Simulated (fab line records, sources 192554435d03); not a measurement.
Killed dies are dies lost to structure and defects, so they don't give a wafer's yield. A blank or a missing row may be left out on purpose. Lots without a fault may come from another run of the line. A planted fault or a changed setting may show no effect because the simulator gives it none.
Which tool did it? | flow n5_finfet | 9 lots, 25 wafers sampled, at 6 steps of a route of 1938

WHAT THE GAUGES READ, wafer by wafer
N5_BEOL_M1_OCD_MEAS_38.
lot  | measured     | on     | trench_depth_nm (nm)
L868 | day 6 06:53  | ocd-01 | 55.4 54.7 55.6
L870 | day 6 20:01  | ocd-02 | 53.4 55.1 54.3
L876 | day 10 05:11 | ocd-02 | 86.0 86.1
L877 | day 10 08:54 | ocd-01 | 86.3 56.5
L883 | day 12 11:09 | ocd-01 | 55.3 55.8 55.7
L887 | day 12 19:17 | ocd-02 | 53.7 55.6 55.6
L890 | day 13 22:55 | ocd-01 | 55.2 55.2 53.4
L889 | day 13 22:56 | ocd-02 | 57.0 56.3 54.9
L891 | day 14 00:11 | ocd-01 | 55.1 56.2 54.7

N5_BEOL_M1_CD_MEAS_35: target cd 18 nm, target cd y 21 nm.
lot  | measured     | on        | cd_nm (nm)
L868 | day 6 07:02  | cd_sem-01 | 18.61 18.17 17.68
L870 | day 6 20:10  | cd_sem-02 | 18.33 18.20 18.18
L876 | day 10 05:20 | cd_sem-01 | 19.24 18.89
L877 | day 10 09:03 | cd_sem-03 | 18.38 18.14
L883 | day 12 11:19 | cd_sem-03 | 18.52 17.74 17.92
L887 | day 12 19:26 | cd_sem-02 | 18.21 18.28 18.15
L890 | day 13 23:05 | cd_sem-03 | 17.93 17.75 17.75
L889 | day 13 23:05 | cd_sem-02 | 17.75 17.51 17.82
L891 | day 14 00:20 | cd_sem-01 | 18.07 18.42 18.10

N5_BEOL_M4_RC_MEAS_101.
lot  | measured     | on        | DIBL_N (mV/V)  | DIBL_P (mV/V)  | IOFF_N (nA/um)    | IOFF_P (nA/um)    | ION_N (uA/um) | ION_P (uA/um) | SS_N (mV/dec)  | SS_P (mV/dec)  | VT_N (mV)         | VT_P (mV)
L868 | day 8 15:49  | prober-02 | 38.6 36.6 37.1 | 36.2 34.8 34.5 | 0.178 0.144 0.149 | 0.225 0.207 0.197 | 683 665 679   | 463 460 463   | 71.8 71.2 72.2 | 73.7 73.2 72.9 | 247.0 249.8 249.5 | -252 -250 -252
L870 | day 11 02:35 | prober-02 | 35.9 38.2 34.9 | 36.2 38.8 34.9 | 0.143 0.187 0.126 | 0.197 0.249 0.177 | 676 691 664   | 470 468 458   | 71.2 71.9 71.0 | 73.5 74.2 73.4 | 251.3 247.9 253.5 | -252 -249 -254
L877 | day 12 02:04 | prober-02 | 38.1           | 37.2           | 0.179             | 0.227             | 678           | 468           | 72.0           | 72.6           | 247.2             | -252
L883 | day 14 00:28 | prober-02 | 36.4 35.2 35.3 | 36.0 34.9 34.5 | 0.158 0.139 0.131 | 0.192 0.184 0.173 | 674 671 667   | 459 460 463   | 72.3 71.1 71.5 | 73.2 73.0 72.2 | 247.5 249.5 254.4 | -252 -252 -253
L887 | day 14 12:09 | prober-02 | 38.8 36.4 38.4 | 39.4 36.0 38.4 | 0.225 0.173 0.204 | 0.302 0.244 0.288 | 700 682 687   | 475 471 479   | 72.1 71.6 71.8 | 74.0 72.6 74.0 | 243.9 246.0 246.0 | -244 -245 -244
L890 | day 15 21:52 | prober-02 | 36.5 34.9 34.3 | 36.1 33.7 34.0 | 0.189 0.157 0.154 | 0.268 0.225 0.230 | 692 680 686   | 478 474 477   | 71.5 71.4 71.4 | 73.4 72.5 72.6 | 246.6 248.0 248.0 | -241 -245 -246
L889 | day 16 01:32 | prober-02 | 37.5 37.1 35.6 | 37.2 36.5 34.3 | 0.169 0.147 0.125 | 0.210 0.203 0.176 | 675 669 668   | 462 462 459   | 72.1 72.0 70.9 | 73.1 72.9 73.2 | 250.7 251.4 253.9 | -251 -249 -252
L891 | day 16 07:52 | prober-02 | 38.1 37.7 39.2 | 38.1 36.9 38.9 | 0.181 0.170 0.206 | 0.251 0.233 0.258 | 678 691 690   | 468 469 463   | 72.3 72.2 72.1 | 74.5 74.4 73.9 | 248.3 249.1 245.9 | -249 -247 -249

WHICH TOOL RAN EACH LOT (tool, then ch and the chambers of the sampled wafers, then the start)
lot  | N5_BEOL_M1_STRIP_36                | N5_BEOL_M1_TRENCH_ETCH_37          | N5_BEOL_M1_PRE_CLEAN_45
L868 | rie_diel-02 ch 1,2, day 6 06:41    | rie_diel-02 ch 1,2, day 6 06:44    | pvd_sputter-03, day 6 07:37
L870 | rie_diel-02 ch 0,2, day 6 19:49    | rie_diel-02 ch 0,2, day 6 19:52    | pvd_sputter-02, day 6 20:29
L876 | rie_diel-02 ch 0,2, day 10 04:59   | rie_diel-02 ch 0,2, day 10 05:02   | pvd_sputter-01, day 10 05:57
L877 | rie_diel-02 ch 0,2, day 10 08:42   | rie_diel-02 ch 0,2, day 10 08:44   | pvd_sputter-02, day 10 09:15
L883 | rie_diel-05 ch 2,3, day 12 10:57   | rie_diel-05 ch 2,3, day 12 10:59   | pvd_sputter-01, day 12 12:01
L887 | rie_diel-05 ch 0,1,3, day 12 19:05 | rie_diel-05 ch 0,1,3, day 12 19:08 | pvd_sputter-03, day 12 19:34
L890 | rie_diel-05 ch 0,2,3, day 13 22:44 | rie_diel-05 ch 0,2,3, day 13 22:46 | pvd_sputter-02, day 13 23:10
L889 | rie_diel-02 ch 0,2,3, day 13 22:44 | rie_diel-02 ch 0,2,3, day 13 22:46 | pvd_sputter-03, day 13 23:11
L891 | rie_diel-02 ch 1,2,3, day 13 23:59 | rie_diel-02 ch 1,2,3, day 14 00:01 | pvd_sputter-03, day 14 00:32
- N5_BEOL_M1_STRIP_36: strips in N2/H2.
- N5_BEOL_M1_TRENCH_ETCH_37: etches SiOC in C4F6/O2, target depth 55.207 nm, time 29 s.
- N5_BEOL_M1_PRE_CLEAN_45: time 30 s.

WHAT THE TOOLS THEMSELVES READ (means of the sampled wafers that have a number; where no wafer has one, the mark that the record gives instead)
N5_BEOL_M1_STRIP_36.
lot  | tool        | drypump_motor_current_A (A) | oes_product_au (a.u.) | rf_vpp_V (V) | showerhead_plenum_p_Torr (Torr) | throttle_valve_pct (%)
L868 | rie_diel-02 | 5.9                         | 0.85                  | 58.3         | 2.47                            | 23.74
L870 | rie_diel-02 | 5.2                         | 0.76                  | 58.5         | 2.56                            | 23.88
L876 | rie_diel-02 | 5.4                         | 0.91                  | 59.6         | 2.54                            | 23.66
L877 | rie_diel-02 | 5.4                         | 0.92                  | 57.7         | 2.53                            | 23.66
L883 | rie_diel-05 | 6.3                         | 0.80                  | 58.0         | 2.51                            | 23.80
L887 | rie_diel-05 | 5.9                         | 0.77                  | 61.4         | 2.53                            | 23.71
L890 | rie_diel-05 | 6.1                         | 0.77                  | 60.4         | 2.50                            | 23.69
L889 | rie_diel-02 | 5.6                         | 0.82                  | 60.8         | 2.48                            | 23.73
L891 | rie_diel-02 | 5.9                         | 0.75                  | 58.7         | 2.43                            | 23.86

N5_BEOL_M1_TRENCH_ETCH_37.
lot  | tool        | bias_w (W) | drypump_motor_current_A (A) | oes_product_au (a.u.) | rf_fwd_power_W (W) | rf_vpp_V (V) | showerhead_plenum_p_Torr (Torr) | throttle_valve_pct (%)
L868 | rie_diel-02 | 185.1      | 5.9                         | 0.84                  | 350.9              | 663          | 2.77                            | 20.93
L870 | rie_diel-02 | 184.7      | 5.2                         | 0.74                  | 350.9              | 665          | 2.87                            | 21.04
L876 | rie_diel-02 | 185.2      | 5.4                         | 1.24                  | 351.2              | 664          | 2.84                            | 20.89
L877 | rie_diel-02 | 184.6      | 5.4                         | 1.06                  | 350.9              | 665          | 2.84                            | 20.87
L883 | rie_diel-05 | 185.0      | 6.3                         | 0.80                  | 350.2              | 669          | 2.82                            | 21.09
L887 | rie_diel-05 | 185.3      | 5.9                         | 0.76                  | 348.9              | 668          | 2.84                            | 20.86
L890 | rie_diel-05 | 185.1      | 6.1                         | 0.77                  | 350.4              | 666          | 2.81                            | 20.94
L889 | rie_diel-02 | 184.5      | 5.6                         | 0.81                  | 350.9              | 660          | 2.79                            | 20.85
L891 | rie_diel-02 | 184.9      | 5.9                         | 0.76                  | 350.8              | 657          | 2.73                            | 20.96

N5_BEOL_M1_PRE_CLEAN_45.
lot  | tool           | heater_power_w (W) | susceptor_temp_C (C)
L868 | pvd_sputter-03 | 286                | 249.84
L870 | pvd_sputter-02 | 356                | 250.07
L876 | pvd_sputter-01 | 344                | 249.82
L877 | pvd_sputter-02 | 357                | 250.07
L883 | pvd_sputter-01 | 369                | 249.95
L887 | pvd_sputter-03 | 304                | 250.01
L890 | pvd_sputter-02 | 368                | 249.81
L889 | pvd_sputter-03 | 312                | 250.14
L891 | pvd_sputter-03 | 308                | 249.95

THE ANSWER, worked out from the rows above alone
Rule: what is usual is taken from the lots themselves. Put in order of their means at a reading, lots are off if they are a third of the lots or fewer, leave a main group of 4 or more, and stand apart from it by a gap of 3 or more times the standard deviation of the main group's means; of several such gaps the widest counts. A main group whose means are all the same, to the digits that the tables above print for the reading, isn't used. A lot without any number at a reading at which 4 lots or more have one is off too. The other lots that the step has rows for count as sound. The gauges are gone through in route order, then the tools' own readings, and for those a lot's mean is taken as printed above. The first step at which some lot is off is used, and at that step the reading that is off furthest; a lot without a number counts as furthest.
Off: L876, L877, at N5_BEOL_M1_OCD_MEAS_38 (trench_depth_nm). The main group: mean 55.2 nm, standard deviation 0.56.
A tool fits if, at a process step before that reading, it ran every lot that is off, and no sound lot after the first of them. The gauges at N5_BEOL_M1_OCD_MEAS_38 aren't tried: what is off there is off at N5_BEOL_M1_TRENCH_ETCH_37 too, on other tools, and a gauge's error can't cause that. None of those tried fits.

WHAT THE SIMULATOR HAD PUT IN
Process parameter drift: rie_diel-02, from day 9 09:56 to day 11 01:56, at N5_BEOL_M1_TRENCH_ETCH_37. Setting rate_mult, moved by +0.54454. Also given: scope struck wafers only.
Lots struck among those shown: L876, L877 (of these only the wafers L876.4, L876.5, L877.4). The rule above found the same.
